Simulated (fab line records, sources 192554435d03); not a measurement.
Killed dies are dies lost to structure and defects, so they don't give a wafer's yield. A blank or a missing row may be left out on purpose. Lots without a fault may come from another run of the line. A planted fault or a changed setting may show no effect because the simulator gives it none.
Chamber matching | flow n5_finfet | N5_BEOL_M5_STRIP_64 on rie_diel-04: 4 sister chambers
The step strips in CF4. 16 wafers are shown with their chamber, then 8 later ones without.

WAFERS WITH THEIR CHAMBER
wafer  | chamber | drypump_motor_current_A (A) | showerhead_plenum_p_Torr (Torr) | rf_vpp_V (V)
L076.1 | 2       | 5.5                         | 1.87                            | 271.9
L076.3 | 0       | 6.1                         | 1.79                            | 272.1
L076.5 | 0       | 6.1                         | 1.78                            | 270.1
L075.3 | 2       | 5.5                         | 1.87                            | 272.8
L075.5 | 3       | 5.7                         | 1.70                            | 269.2
L075.6 | 0       | 6.1                         | 1.78                            | 269.6
L078.1 | 2       | 5.5                         | 1.86                            | 273.0
L078.4 | 1       | 6.6                         | 1.73                            | 269.4
L078.5 | 2       | 5.5                         | 1.86                            | 272.9
L088.1 | 0       | 6.1                         | 1.78                            | 272.2
L088.2 | 1       | 6.6                         | 1.72                            | 268.7
L088.3 | 2       | 5.5                         | 1.86                            | 274.0
L092.1 | 0       | 6.2                         | 1.77                            | 269.5
L092.4 | 2       | 5.5                         | 1.86                            | 272.5
L092.5 | 0       | 6.2                         | 1.78                            | 271.7
L096.1 | 3       | 5.7                         | 1.90                            | 274.6

SIGNATURES (means of the wafers above)
reading                  | chamber 0 | chamber 1 | chamber 2 | chamber 3 | scatter within a chamber
drypump_motor_current_A  | 6.133     | 6.600     | 5.500     | 5.700     | 0.0333
showerhead_plenum_p_Torr | 1.7800    | 1.7250    | 1.8633    | 1.8000    | 0.0412
rf_vpp_V                 | 270.867   | 269.050   | 272.850   | 271.900   | 1.45
Rule: a wafer's distance from a chamber is the root of the sum, over the readings, of the square of ((its reading less the chamber's mean) divided by the reading's scatter). The wafer belongs to the nearest chamber; if the next one is less than 2 further off, it can't be placed. The scatter: the root of (the sum of the squares of (reading less its chamber's mean) over the shown wafers, divided by (wafers less chambers)).

WAFERS WITHOUT THEIR CHAMBER
wafer  | drypump_motor_current_A (A) | showerhead_plenum_p_Torr (Torr) | rf_vpp_V (V)
L096.3 | 6.5                         | 1.72                            | 269.6
L096.5 | 6.6                         | 1.72                            | 268.5
L094.1 | 6.6                         | 1.72                            | 268.6
L094.5 | 6.1                         | 1.77                            | 270.3
L094.6 | 5.7                         | 1.90                            | 274.0
L097.2 | 5.6                         | 1.90                            | 274.7
L097.4 | 5.5                         | 1.85                            | 271.0
L097.6 | 6.7                         | 1.71                            | 270.0

WHICH CHAMBER EACH WENT THROUGH
wafer  | from the rows above     | in truth
L096.3 | 1                       | 1
L096.5 | 1                       | 1
L094.1 | 1                       | 1
L094.5 | 0                       | 0
L094.6 | 3                       | 3
L097.2 | can't be placed: 2 or 3 | 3
L097.4 | 2                       | 2
L097.6 | 1                       | 1
Placed correctly: 7 of 8. Can't be placed from these rows: 1 (the true chamber is among the candidates in 1). Placed wrongly: 0.
